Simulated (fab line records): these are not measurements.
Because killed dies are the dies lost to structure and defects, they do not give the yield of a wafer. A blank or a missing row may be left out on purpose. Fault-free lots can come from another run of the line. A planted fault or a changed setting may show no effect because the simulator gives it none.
Which tool is to blame? | flow nand_harc | 14 lots, 42 wafers sampled, at 3 steps of a route of 1302

WHAT THE GAUGES SHOWED, per wafer
NHARC_P_CONTACT_CD_MEAS_12: the cd target is 90 nm.
lot  | measured     | on        | cd_nm (nm)
L314 | day 6 13:19  | cd_sem-01 | 90.1 91.0 90.9
L316 | day 7 06:36  | cd_sem-03 | 90.6 89.6 90.6
L318 | day 8 02:45  | cd_sem-03 | 89.9 89.3 89.2
L319 | day 8 12:44  | cd_sem-01 | 89.0 90.1 91.1
L320 | day 9 01:56  | cd_sem-01 | 90.6 89.9 89.6
L321 | day 9 07:53  | cd_sem-01 | 90.0 90.8 89.5
L323 | day 10 11:47 | cd_sem-01 | 88.5 101.6 102.0
L325 | day 11 02:04 | cd_sem-02 | 90.6 90.0 100.5
L326 | day 11 04:44 | cd_sem-01 | 88.6 88.5 88.5
L332 | day 13 17:01 | cd_sem-02 | 89.3 90.9 89.1
L333 | day 14 04:20 | cd_sem-02 | 89.8 90.0 89.0
L334 | day 14 19:22 | cd_sem-03 | 89.9 90.3 91.3
L335 | day 14 22:17 | cd_sem-03 | 91.8 90.1 91.7
L336 | day 15 10:13 | cd_sem-01 | 89.5 89.5 89.8

WHAT TOOL EACH LOT RAN ON (gives the tool, then ch and the chambers of the sampled wafers, and finally the start)
lot  | NHARC_P_GATE_RTA_82              | NHARC_P_CONTACT_PEB_10
L314 | rtp_anneal-01 ch 0, day 6 11:33  | litho_track-06 ch 0, day 6 13:13
L316 | rtp_anneal-02 ch 0, day 7 04:56  | litho_track-04 ch 0, day 7 06:31
L318 | rtp_anneal-01 ch 0, day 8 01:02  | litho_track-06 ch 0, day 8 02:40
L319 | rtp_anneal-02 ch 0, day 8 11:02  | litho_track-04 ch 0, day 8 12:39
L320 | rtp_anneal-01 ch 0, day 8 23:58  | litho_track-06 ch 0, day 9 01:52
L321 | rtp_anneal-02 ch 0, day 9 06:15  | litho_track-04 ch 0, day 9 07:48
L323 | rtp_anneal-01 ch 0, day 10 10:08 | litho_track-04 ch 0, day 10 11:43
L325 | rtp_anneal-02 ch 0, day 11 00:16 | litho_track-04 ch 0, day 11 01:59
L326 | rtp_anneal-01 ch 0, day 11 02:56 | litho_track-01 ch 0, day 11 04:39
L332 | rtp_anneal-01 ch 0, day 13 15:20 | litho_track-06 ch 0, day 13 16:56
L333 | rtp_anneal-01 ch 0, day 14 02:34 | litho_track-06 ch 0, day 14 04:14
L334 | rtp_anneal-01 ch 0, day 14 17:34 | litho_track-06 ch 0, day 14 19:17
L335 | rtp_anneal-01 ch 0, day 14 20:31 | litho_track-06 ch 0, day 14 22:13
L336 | rtp_anneal-02 ch 0, day 15 08:26 | litho_track-06 ch 0, day 15 10:08
- NHARC_P_GATE_RTA_82: time 30 s.
- NHARC_P_CONTACT_PEB_10: peb time 65 s.

AS READ BY THE TOOLS THEMSELVES (means over the sampled wafers that have a number; for cases with no such wafer, the mark the record gives instead)
NHARC_P_GATE_RTA_82.
lot  | tool          | lamp_power_pct (%) | lamp_zone_1_pct (%) | lamp_zone_3_pct (%) | lamp_zone_6_pct (%) | wafer_temp_C_max
L314 | rtp_anneal-01 | 4.7                | 4.7                 | 4.7                 | 4.7                 | 453.0
L316 | rtp_anneal-02 | 3.9                | 3.9                 | 3.9                 | 3.9                 | 453.2
L318 | rtp_anneal-01 | 4.7                | 4.7                 | 4.7                 | 4.7                 | 453.1
L319 | rtp_anneal-02 | 3.9                | 3.9                 | 3.9                 | 3.9                 | 453.1
L320 | rtp_anneal-01 | 4.7                | 4.7                 | 4.7                 | 4.7                 | 452.9
L321 | rtp_anneal-02 | 3.9                | 3.9                 | 3.9                 | 3.9                 | 453.5
L323 | rtp_anneal-01 | 4.7                | 4.7                 | 4.7                 | 4.7                 | 452.8
L325 | rtp_anneal-02 | 3.9                | 3.9                 | 3.9                 | 3.9                 | 453.8
L326 | rtp_anneal-01 | 4.7                | 4.7                 | 4.7                 | 4.7                 | 453.1
L332 | rtp_anneal-01 | 4.7                | 4.7                 | 4.7                 | 4.7                 | 453.8
L333 | rtp_anneal-01 | 4.7                | 4.7                 | 4.7                 | 4.7                 | 453.5
L334 | rtp_anneal-01 | 4.7                | 4.7                 | 4.7                 | 4.7                 | 453.1
L335 | rtp_anneal-01 | 4.7                | 4.7                 | 4.7                 | 4.7                 | 453.5
L336 | rtp_anneal-02 | 3.9                | 3.9                 | 3.9                 | 3.9                 | 453.0

THE ANSWER, worked out from the rows above alone
Rule: the usual values come from the lots themselves. The widest of any qualifying gaps counts: lots, ordered by their means at a reading, are off when they make up no more than a third of the lots, leave a main group of 4 or more, and stand apart from it by 3 or more times the standard deviation of that group's means. If all means in a main group match to the digits the tables above print for the reading, that group is not used. Also off: a lot with no number at a reading for which 4 or more lots have one. Any other lot the step has rows for is counted as sound. First the gauges in route order, then the tools' own readings, where a lot's mean is used as printed above. The first step at which some lot is off is used, and at that step the reading that is off furthest; a lot without a number counts as furthest.
Off: L323, L325, at NHARC_P_CONTACT_CD_MEAS_12 (cd_nm). The main group: mean 90.0 nm, standard deviation 0.65.
A tool fits if, at a process step before that reading, it ran every lot that is off, and no sound lot after the first of them. Gauges at NHARC_P_CONTACT_CD_MEAS_12: tried the same way as those tools. One candidate fits, namely litho_track-04 at NHARC_P_CONTACT_PEB_10. A fault onset in the window from L321 (day 9 07:48, its last sound lot) to L323 (day 10 11:43, its first lot off) fits.

WHAT THE SIMULATOR HAD PUT IN
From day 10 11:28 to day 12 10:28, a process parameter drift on litho_track-04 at NHARC_P_CONTACT_PEB_10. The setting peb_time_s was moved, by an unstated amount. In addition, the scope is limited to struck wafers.
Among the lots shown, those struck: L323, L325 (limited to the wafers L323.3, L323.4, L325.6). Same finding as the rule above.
